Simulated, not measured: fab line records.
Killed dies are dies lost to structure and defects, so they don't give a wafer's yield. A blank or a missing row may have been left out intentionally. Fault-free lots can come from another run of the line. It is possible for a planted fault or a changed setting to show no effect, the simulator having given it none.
fab line records | flow n5Finfet
record: lots: 10 | wafers: 30 | lastDay: 18
route steps=1938 shown WELL_APT@31 PMOS_HMC_CHANNEL_EPI@62 BEOL_M4@1111
lots that met no fault: from a run of the same line without faults
startH: hours from the record's first day to the start of the lot's first wafer shown | waitH: hours elapsed since this lot's preceding step | " same as the row above | L1.1+2: a row that stands for several wafers | - no value, or no start given | * or withheld: withheld | < > ~ a bound
route shown NAME@n: names a module that has steps shown in the file, with the first one's number in the route | usual: mean and standard deviation over wafers with no fault | same: alike in all rows | chamber/n: place in a boat | sites: the reading at each site | _std_site: the values' standard deviation | _edge_site: the outer-site mean with the inner-site mean subtracted | radiusMm: how far each site lies from the wafer's centre | mask NAME#n: copy n | behind: the most recent tool/chamber to have shaped the wafer | hold: why the lot went on hold/how many hours it stayed there/how the hold came to an end | device: names the non-switching transistor (n, p or np) | end of line: at the end of the route, the tests of the same wafers | a step given without rows: its recipe and nothing more | killed: dies lost to structure and defects at the first sort, not the wafer's yield | map: a wafer's dies, x killed, . not, _ none there
set.NAME: the setting that was run; set.NAME@STEP: the one run at that earlier step | model.NAME: the simulator's own value behind a step, which no gauge read
the route's steps for a sample of lots (tables are steps, rows are wafers)
services: a tool's chamber out of use, with start hour (startH, from the record's first day; less than 0 if before it), hours out, and reason
== steps ==
step: N5_WELL_APT_DESCUM_13
recipe: chemistry: O2 | timeS: 7.9 | sourcePowerW: 50 | biasPowerW: 20 | pressureMtorr: 20 | rfFrequencyHz: 2.712e+07 | tempC: 40 | o2FlowSccm: 225
usual: drypumpMotorCurrentA: 5.9/0.36 | oesProductAu: 0.78/0.092 | rfVppV: 243.4/1.2 | showerheadPlenumPTorr: 2.11/0.061 | throttleValvePct: 20.43/0.14
lot.wafer | tool       | chamber | startH | waitH | drypumpMotorCurrentA | oesProductAu | rfHoursCounterH | rfVppV | showerheadPlenumPTorr | throttleValvePct
L928.1    | rieDiel-04 | 0       | 19.79  | 0.0   | 5.9                  | 0.69         | 221             | 241.1  | 2.06                  | 20.46
L928.2    | "          | 1       | "      | "     | 5.9                  | 0.97         | 5               | 242.6  | 2.05                  | 20.45
L928.6    | "          | 2       | "      | "     | 6.4                  | 0.76         | -               | 242.7  | 2.08                  | 20.41
L929.1    | rieDiel-03 | 3       | 26.47  | 0.1   | 6.0                  | 0.92         | 16              | 245.3  | 2.24                  | 20.04
L929.2    | "          | 2       | "      | "     | 6.0                  | 0.78         | 126             | 242.8  | 2.20                  | 20.20
L929.6    | "          | 3       | "      | "     | 6.1                  | 0.93         | -               | 245.3  | 2.24                  | 20.06
L930.1    | rieDiel-04 | 1       | 31.83  | 0.1   | 5.9                  | 0.98         | 6               | 242.6  | 2.05                  | 20.43
L930.4    | "          | 3       | "      | "     | 5.3                  | 0.70         | 221             | 243.8  | 2.07                  | 20.54
L930.6    | "          | 1       | "      | "     | 5.9                  | 0.97         | -               | 243.4  | 2.05                  | 20.43
L932.3    | rieDiel-04 | 3       | 43.96  | 0.1   | 5.3                  | 0.69         | 225             | 242.7  | 2.07                  | 20.55
L932.5    | "          | 1       | "      | "     | 5.9                  | 0.96         | -               | 243.4  | 2.05                  | 20.45
L932.6    | "          | 0       | "      | "     | 5.9                  | 0.68         | -               | 242.2  | 2.06                  | 20.46
L937.3    | rieDiel-04 | 1       | 74.09  | 0.3   | 5.9                  | 0.93         | 20              | 243.2  | 2.05                  | 20.47
L937.5    | "          | 3       | "      | "     | 5.3                  | 0.69         | -               | 242.5  | 2.07                  | 20.56
L937.6    | "          | 1       | "      | "     | 5.9                  | 0.92         | -               | 242.4  | 2.05                  | 20.47
L940.2    | rieDiel-03 | 0       | 91.80  | 0.2   | 6.3                  | 0.78         | 133             | 244.0  | 2.18                  | 20.43
L940.5    | "          | 1       | "      | "     | 6.1                  | 0.66         | -               | 243.1  | 2.17                  | 20.76
L940.6    | "          | 0       | "      | "     | 6.3                  | 0.78         | -               | 244.2  | 2.19                  | 20.42
L941.2    | rieDiel-04 | 3       | 97.93  | 0.0   | 5.3                  | 0.68         | 239             | 243.9  | 2.06                  | 20.57
L941.3    | "          | 2       | "      | "     | 6.5                  | 0.75         | 157             | 243.5  | 2.07                  | 20.46
L941.6    | "          | 3       | "      | "     | 5.3                  | 0.68         | -               | 243.3  | 2.06                  | 20.57
L942.2    | rieDiel-04 | 1       | 103.88 | 0.1   | 5.9                  | 0.92         | 23              | 241.2  | 2.05                  | 20.47
L942.3    | "          | 0       | "      | "     | 5.9                  | 0.67         | 248             | 243.2  | 2.05                  | 20.48
L942.4    | "          | 3       | "      | "     | 5.3                  | 0.68         | 242             | 242.8  | 2.06                  | 20.58
L946.1    | rieDiel-04 | 1       | 127.97 | 0.1   | 5.9                  | 0.90         | 33              | 243.2  | 2.05                  | 20.49
L946.2    | "          | 2       | "      | "     | 6.5                  | 0.73         | 169             | 243.3  | 2.07                  | 20.47
L946.3    | "          | 3       | "      | "     | 5.3                  | 0.68         | 253             | 242.8  | 2.06                  | 20.60
L948.3    | rieDiel-03 | 0       | 139.77 | 0.0   | 6.3                  | 0.77         | 153             | 244.6  | 2.18                  | 20.46
L948.4    | "          | 2       | "      | "     | 6.0                  | 0.75         | 169             | 242.7  | 2.18                  | 20.26
L948.6    | "          | 1       | "      | "     | 6.2                  | 0.98         | -               | 246.6  | 2.17                  | 20.42
step: N5_WELL_APT_CD_MEAS_25
recipe: targetCdNm: 200 | landingEnergyEv: 500 | detector: seInlens
usual: cdNm: 199.7/1.6
lot.wafer | tool     | chamber | startH | waitH | cdNm
L928.1    | cdSem-02 | 0       | 20.82  | -     | 198.1
L928.2    | "        | 0       | "      | "     | 198.1
L928.6    | "        | 0       | "      | "     | 200.6
L929.1    | cdSem-02 | 0       | 27.65  | -     | 198.6
L929.2    | "        | 0       | "      | "     | 198.4
L929.6    | "        | 0       | "      | "     | 198.5
L930.1    | cdSem-02 | 0       | 32.86  | -     | 199.5
L930.4    | "        | 0       | "      | "     | 196.7
L930.6    | "        | 0       | "      | "     | 198.6
L932.3    | cdSem-02 | 0       | 44.99  | -     | 202.8
L932.5    | "        | 0       | "      | "     | 200.1
L932.6    | "        | 0       | "      | "     | 198.9
L937.3    | cdSem-01 | 0       | 75.26  | -     | 198.7
L937.5    | "        | 0       | "      | "     | 199.8
L937.6    | "        | 0       | "      | "     | 198.3
L940.2    | cdSem-02 | 0       | 92.96  | -     | 200.0
L940.5    | "        | 0       | "      | "     | 201.4
L940.6    | "        | 0       | "      | "     | 199.7
L941.2    | cdSem-03 | 0       | 98.96  | -     | 199.2
L941.3    | "        | 0       | "      | "     | 198.0
L941.6    | "        | 0       | "      | "     | 197.1
L942.2    | cdSem-01 | 0       | 105.04 | -     | 201.4
L942.3    | "        | 0       | "      | "     | 199.0
L942.4    | "        | 0       | "      | "     | 201.6
L946.1    | cdSem-01 | 0       | 129.13 | -     | 197.1
L946.2    | "        | 0       | "      | "     | 201.4
L946.3    | "        | 0       | "      | "     | 198.4
L948.3    | cdSem-03 | 0       | 140.93 | -     | 201.1
L948.4    | "        | 0       | "      | "     | 201.4
L948.6    | "        | 0       | "      | "     | 200.8
step: N5_PMOS_HMC_CHANNEL_EPI_EXPOSE_06
recipe: maskId: PMOS_HMC_BLK | na: 1.35 | sourceShape: conventional | sigmaOuter: 0.8 | polarization: unpolarized | targetCdNm: 240 | doseMj: 41
usual: exposureDoseMJCm2: 41.08/0.14
lot.wafer | tool           | chamber | startH | waitH | mask           | exposureDoseMJCm2
L928.1    | arfiScanner-02 | 0       | 22.86  | -     | PMOS_HMC_BLK#0 | 41.01
L928.2    | "              | 0       | "      | "     | PMOS_HMC_BLK#0 | 40.98
L928.6    | "              | 0       | "      | "     | PMOS_HMC_BLK#0 | 40.97
L929.1    | arfiScanner-01 | 0       | 30.18  | -     | PMOS_HMC_BLK#0 | 40.96
L929.2    | "              | 0       | "      | "     | PMOS_HMC_BLK#0 | 41.00
L929.6    | "              | 0       | "      | "     | PMOS_HMC_BLK#0 | 40.98
L930.1    | arfiScanner-01 | 0       | 35.62  | -     | PMOS_HMC_BLK#0 | 40.97
L930.4    | "              | 0       | "      | "     | PMOS_HMC_BLK#0 | 40.96
L930.6    | "              | 0       | "      | "     | PMOS_HMC_BLK#0 | 41.00
L932.3    | arfiScanner-03 | 0       | 47.01  | -     | PMOS_HMC_BLK#0 | 41.25
L932.5    | "              | 0       | "      | "     | PMOS_HMC_BLK#0 | 41.24
L932.6    | "              | 0       | "      | "     | PMOS_HMC_BLK#0 | 41.28
L937.3    | arfiScanner-03 | 0       | 77.33  | -     | PMOS_HMC_BLK#0 | 41.26
L937.5    | "              | 0       | "      | "     | PMOS_HMC_BLK#0 | 41.28
L937.6    | "              | 0       | "      | "     | PMOS_HMC_BLK#0 | 41.27
L940.2    | arfiScanner-01 | 0       | 95.26  | -     | PMOS_HMC_BLK#0 | 40.34
L940.5    | "              | 0       | "      | "     | PMOS_HMC_BLK#0 | 40.34
L940.6    | "              | 0       | "      | "     | PMOS_HMC_BLK#0 | 40.36
L941.2    | arfiScanner-03 | 0       | 101.21 | -     | PMOS_HMC_BLK#0 | 41.24
L941.3    | "              | 0       | "      | "     | PMOS_HMC_BLK#0 | 41.21
L941.6    | "              | 0       | "      | "     | PMOS_HMC_BLK#0 | 41.21
L942.2    | arfiScanner-01 | 0       | 107.50 | -     | PMOS_HMC_BLK#0 | 40.51
L942.3    | "              | 0       | "      | "     | PMOS_HMC_BLK#0 | 40.51
L942.4    | "              | 0       | "      | "     | PMOS_HMC_BLK#0 | 40.47
L946.1    | arfiScanner-02 | 0       | 131.15 | -     | PMOS_HMC_BLK#0 | 40.95
L946.2    | "              | 0       | "      | "     | PMOS_HMC_BLK#0 | 40.96
L946.3    | "              | 0       | "      | "     | PMOS_HMC_BLK#0 | 40.90
L948.3    | arfiScanner-03 | 0       | 143.25 | -     | PMOS_HMC_BLK#0 | 41.34
L948.4    | "              | 0       | "      | "     | PMOS_HMC_BLK#0 | 41.28
L948.6    | "              | 0       | "      | "     | PMOS_HMC_BLK#0 | 41.29
step: N5_PMOS_HMC_CHANNEL_EPI_DESCUM_14
recipe: chemistry: O2 | timeS: 7.9 | sourcePowerW: 50 | biasPowerW: 20 | pressureMtorr: 20 | rfFrequencyHz: 2.712e+07 | tempC: 40 | resist: CAR-ArF-block | o2FlowSccm: 225
usual: drypumpMotorCurrentA: 5.5/0.41 | oesProductAu: 0.79/0.092 | rfVppV: 243.8/1.5 | showerheadPlenumPTorr: 2.13/0.074 | throttleValvePct: 20.30/0.22
lot.wafer | tool       | chamber | startH | waitH | drypumpMotorCurrentA | oesProductAu | rfHoursCounterH | rfVppV | showerheadPlenumPTorr | throttleValvePct
L928.1    | rieDiel-06 | 2       | 23.07  | 0.0   | 5.5                  | 1.01         | 0               | 242.9  | 2.13                  | 20.03
L928.2    | "          | 3       | "      | "     | 5.5                  | 0.74         | 172             | 243.1  | 2.17                  | 20.48
L928.6    | "          | 2       | "      | "     | 5.5                  | 1.01         | -               | 244.5  | 2.13                  | 20.00
L929.1    | rieDiel-06 | 0       | 30.39  | 0.0   | 5.0                  | 0.79         | 117             | 244.6  | 2.18                  | 20.18
L929.2    | "          | 2       | "      | "     | 5.5                  | 0.99         | 3               | 245.7  | 2.13                  | 20.01
L929.6    | "          | 2       | "      | "     | 5.5                  | 0.99         | -               | 245.7  | 2.13                  | 20.01
L930.1    | rieDiel-05 | 1       | 36.01  | 0.2   | 5.5                  | 0.79         | 102             | 243.7  | 2.20                  | 20.42
L930.4    | "          | 0       | "      | "     | 5.9                  | 0.69         | -               | 244.4  | 2.15                  | 20.40
L930.6    | "          | 1       | "      | "     | 5.5                  | 0.80         | -               | 243.6  | 2.20                  | 20.42
L932.3    | rieDiel-01 | 1       | 47.21  | 0.0   | 6.0                  | 0.76         | 135             | 243.0  | 2.11                  | 20.56
L932.5    | "          | 1       | "      | "     | 6.0                  | 0.77         | -               | 242.9  | 2.11                  | 20.54
L932.6    | "          | 0       | "      | "     | 6.2                  | 0.86         | -               | 243.8  | 2.13                  | 20.07
L937.3    | rieDiel-06 | 0       | 77.53  | 0.0   | 5.0                  | 0.78         | 132             | 244.2  | 2.18                  | 20.19
L937.5    | "          | 1       | "      | "     | 5.6                  | 0.94         | -               | 246.3  | 2.21                  | 19.97
L937.6    | "          | 0       | "      | "     | 5.0                  | 0.77         | -               | 245.2  | 2.18                  | 20.19
L940.2    | rieDiel-05 | 1       | 95.59  | 0.2   | 5.5                  | 0.78         | 121             | 245.2  | 2.20                  | 20.44
L940.5    | "          | 0       | "      | "     | 6.0                  | 0.96         | -               | 243.5  | 2.14                  | 20.05
L940.6    | "          | 1       | "      | "     | 5.5                  | 0.78         | -               | 246.1  | 2.20                  | 20.45
L941.2    | rieDiel-06 | 0       | 101.47 | 0.1   | 5.0                  | 0.77         | 140             | 244.4  | 2.17                  | 20.21
L941.3    | "          | 2       | "      | "     | 5.5                  | 0.92         | 24              | 243.7  | 2.12                  | 20.05
L941.6    | "          | 2       | "      | "     | 5.5                  | 0.91         | -               | 244.1  | 2.12                  | 20.04
L942.2    | rieDiel-06 | 2       | 107.71 | 0.0   | 5.5                  | 0.91         | 26              | 243.8  | 2.12                  | 20.06
L942.3    | "          | 1       | "      | "     | 5.6                  | 0.90         | 22              | 244.5  | 2.20                  | 19.99
L942.4    | "          | 3       | "      | "     | 5.6                  | 0.71         | 199             | 244.4  | 2.16                  | 20.53
L946.1    | rieDiel-01 | 0       | 131.36 | 0.0   | 6.2                  | 0.81         | 78              | 243.5  | 2.13                  | 20.12
L946.2    | "          | 3       | "      | "     | 5.1                  | 0.98         | 6               | 247.3  | 2.24                  | 20.29
L946.3    | "          | 1       | "      | "     | 6.0                  | 0.74         | 163             | 243.6  | 2.10                  | 20.59
L948.3    | rieDiel-05 | 0       | 143.47 | 0.1   | 5.9                  | 0.91         | 24              | 243.1  | 2.14                  | 20.08
L948.4    | "          | 2       | "      | "     | 5.2                  | 0.96         | 14              | 245.4  | 2.15                  | 20.03
L948.6    | "          | 1       | "      | "     | 5.5                  | 0.77         | -               | 246.1  | 2.19                  | 20.49
step: N5_BEOL_M4_RC_MEAS_101
usual: DIBL_N: 36.1/1.9 | DIBL_P: 36.4/2.5 | IOFF_N: 0.16/0.036 | IOFF_P: 0.22/0.038 | ION_N: 672/11 | ION_P: 462/8 | SS_N: 71.6/0.68 | SS_P: 73.3/0.77 | VT_N: 250/3.3 | VT_P: -250/3.6
lot.wafer | tool      | chamber | startH | waitH | DIBL_N[mV/V] | DIBL_P[mV/V] | IOFF_N[nA/um] | IOFF_P[nA/um] | ION_N[uA/um] | ION_P[uA/um] | SS_N[mV/dec] | SS_P[mV/dec] | VT_N[mV] | VT_P[mV]
L928.1    | prober-02 | 0       | 195.19 | 0.0   | 36.0         | 37.4         | 0.15          | 0.20          | 672          | 462          | 71.8         | 72.7         | 253      | -249
L928.2    | "         | 0       | "      | "     | 37.3         | 39.0         | 0.18          | 0.24          | 677          | 466          | 72.3         | 73.0         | 248      | -245
L928.6    | "         | 0       | "      | "     | 34.0         | 34.3         | 0.12          | 0.16          | 667          | 459          | 70.9         | 72.2         | 255      | -253
L929.1    | prober-02 | 0       | 198.57 | 0.0   | 35.8         | 34.5         | 0.14          | 0.20          | 664          | 457          | 70.9         | 72.5         | 252      | -250
L929.2    | "         | 0       | "      | "     | 37.0         | 37.0         | 0.16          | 0.23          | 664          | 454          | 72.2         | 74.0         | 251      | -248
L929.6    | "         | 0       | "      | "     | 36.3         | 37.3         | 0.16          | 0.24          | 679          | 465          | 71.7         | 73.3         | 249      | -247
L930.1    | prober-01 | 0       | 199.49 | 0.0   | 32.8         | 33.3         | 0.12          | 0.19          | 667          | 460          | 70.5         | 72.5         | 253      | -251
L930.4    | "         | 0       | "      | "     | 32.5         | 31.6         | 0.11          | 0.15          | 651          | 446          | 70.9         | 72.8         | 256      | -254
L930.6    | "         | 0       | "      | "     | 31.0         | 30.9         | 0.10          | 0.15          | 652          | 457          | 70.5         | 71.2         | 254      | -253
L932.3    | prober-02 | 0       | 204.92 | 0.3   | 34.8         | 34.7         | 0.15          | 0.18          | 665          | 457          | 71.2         | 73.2         | 251      | -251
L932.5    | "         | 0       | "      | "     | 36.2         | 36.6         | 0.16          | 0.20          | 653          | 450          | 71.5         | 73.5         | 250      | -252
L932.6    | "         | 0       | "      | "     | 38.0         | 39.7         | 0.21          | 0.25          | 689          | 469          | 72.2         | 73.8         | 245      | -249
L937.3    | prober-01 | 0       | 234.90 | 0.3   | 38.3         | 37.8         | 0.18          | 0.20          | 662          | 444          | 72.8         | 74.3         | 252      | -257
L937.5    | "         | 0       | "      | "     | 37.5         | 37.4         | 0.17          | 0.20          | 677          | 458          | 71.7         | 73.9         | 250      | -255
L937.6    | "         | 0       | "      | "     | 37.4         | 37.0         | 0.17          | 0.19          | 661          | 447          | 72.4         | 73.7         | 252      | -257
L940.2    | prober-01 | 0       | 279.38 | 0.2   | 36.3         | 36.3         | 0.15          | 0.21          | 649          | 448          | 71.2         | 73.1         | 252      | -251
L940.5    | "         | 0       | "      | "     | 37.1         | 38.0         | 0.18          | 0.23          | 688          | 463          | 72.0         | 73.9         | 247      | -251
L940.6    | "         | 0       | "      | "     | 34.0         | 34.8         | 0.12          | 0.18          | 645          | 452          | 71.3         | 73.1         | 257      | -253
L941.2    | prober-02 | 0       | 287.89 | 0.2   | 32.7         | 33.9         | 0.12          | 0.17          | 649          | 456          | 71.4         | 72.4         | 253      | -253
L941.3    | "         | 0       | "      | "     | 35.0         | 36.7         | 0.13          | 0.19          | 659          | 456          | 71.4         | 72.8         | 255      | -253
L941.6    | "         | 0       | "      | "     | 34.2         | 36.0         | 0.14          | 0.18          | 674          | 461          | 71.5         | 73.4         | 252      | -254
L942.2    | prober-01 | 0       | 288.11 | 0.2   | 34.9         | 33.6         | 0.13          | 0.24          | 663          | 472          | 70.4         | 72.7         | 251      | -243
L942.3    | "         | 0       | "      | "     | 35.8         | 32.5         | 0.14          | 0.22          | 660          | 463          | 70.8         | 73.4         | 250      | -242
L942.4    | "         | 0       | "      | "     | 37.4         | 36.1         | 0.16          | 0.30          | 672          | 474          | 71.4         | 73.4         | 252      | -240
L946.1    | prober-02 | 0       | 309.15 | 0.0   | 36.5         | 37.3         | 0.16          | 0.22          | 675          | 468          | 71.6         | 73.4         | 249      | -249
L946.2    | "         | 0       | "      | "     | 37.7         | 37.8         | 0.18          | 0.22          | 683          | 462          | 71.6         | 74.1         | 251      | -251
L946.3    | "         | 0       | "      | "     | 34.7         | 34.8         | 0.13          | 0.18          | 659          | 456          | 71.2         | 73.0         | 251      | -254
L948.3    | prober-02 | 0       | 319.21 | 0.3   | 36.8         | 36.3         | 0.16          | 0.22          | 688          | 470          | 71.9         | 73.3         | 249      | -249
L948.4    | "         | 0       | "      | "     | 36.6         | 34.5         | 0.15          | 0.20          | 669          | 459          | 71.0         | 73.1         | 253      | -250
L948.6    | "         | 0       | "      | "     | 33.1         | 31.4         | 0.10          | 0.15          | 654          | 459          | 70.5         | 72.1         | 255      | -255
== services ==
tool           | chamber | startH | hours | kind
arfiScanner-02 | -       | 1.68   | 4.9   | pm
arfiScanner-03 | -       | 5.18   | 0.2   | repair
arfiScanner-01 | -       | 18.39  | 0.8   | pm
rieDiel-04     | 1       | 21.50  | 9.8   | repair
rieDiel-06     | -       | 26.91  | 0.5   | repair
arfiScanner-02 | -       | 30.95  | 36.0  | pm
rieDiel-05     | 2       | 35.50  | 9.6   | repair
arfiScanner-01 | -       | 59.18  | 1.0   | pm
rieDiel-06     | 3       | 59.45  | 3.1   | repair
rieDiel-01     | -       | 61.65  | 0.1   | repair
rieDiel-01     | 2       | 64.81  | 7.6   | repair
arfiScanner-03 | -       | 66.37  | 1.3   | pm
arfiScanner-02 | -       | 66.95  | 0.8   | pm
arfiScanner-01 | -       | 69.44  | 1.3   | pm
arfiScanner-03 | -       | 71.62  | 1.0   | pm
rieDiel-04     | 2       | 72.01  | 19.0  | repair
arfiScanner-01 | -       | 73.69  | 0.4   | repair
rieDiel-04     | -       | 74.70  | 15.6  | pm
arfiScanner-03 | -       | 74.80  | 0.6   | repair
rieDiel-05     | -       | 114.50 | 1.7   | repair
arfiScanner-03 | -       | 114.98 | 0.8   | pm
arfiScanner-01 | -       | 129.05 | 1.0   | pm
arfiScanner-03 | -       | 131.77 | 1.0   | pm
rieDiel-06     | 1       | 137.19 | 5.7   | repair
== key ==
firstSign: step: N5_PMOS_HMC_CHANNEL_EPI_EXPOSE_06 | reading: exposureDoseMJCm2 | direction: down | sigmas: 4.8 | usual: 41.08 | struck: 40.42
effect none on later readings
metAt N5_PMOS_HMC_CHANNEL_EPI_EXPOSE_06
struckLots L940,L942
loopTrim: step: N5_PMOS_HMC_CHANNEL_EPI_EXPOSE_06 | setting: dose | lots: L942
notActingAt N5_WELL_APT_DESCUM_13,N5_WELL_APT_CD_MEAS_25,N5_PMOS_HMC_CHANNEL_EPI_DESCUM_14
onsetBetween 35.62 95.26
fault: kind: processParameterDrift | tool: arfiScanner-01 | chamber: - | onsetH: 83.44 | steps: N5_PMOS_HMC_CHANNEL_EPI_EXPOSE_06 | channel: doseMj | offset: -0.62638 | shape: step | actsIn: theseRecipesOnly | stated: 41
loopTrim: a control loop set the setting to another value than it would have without faults
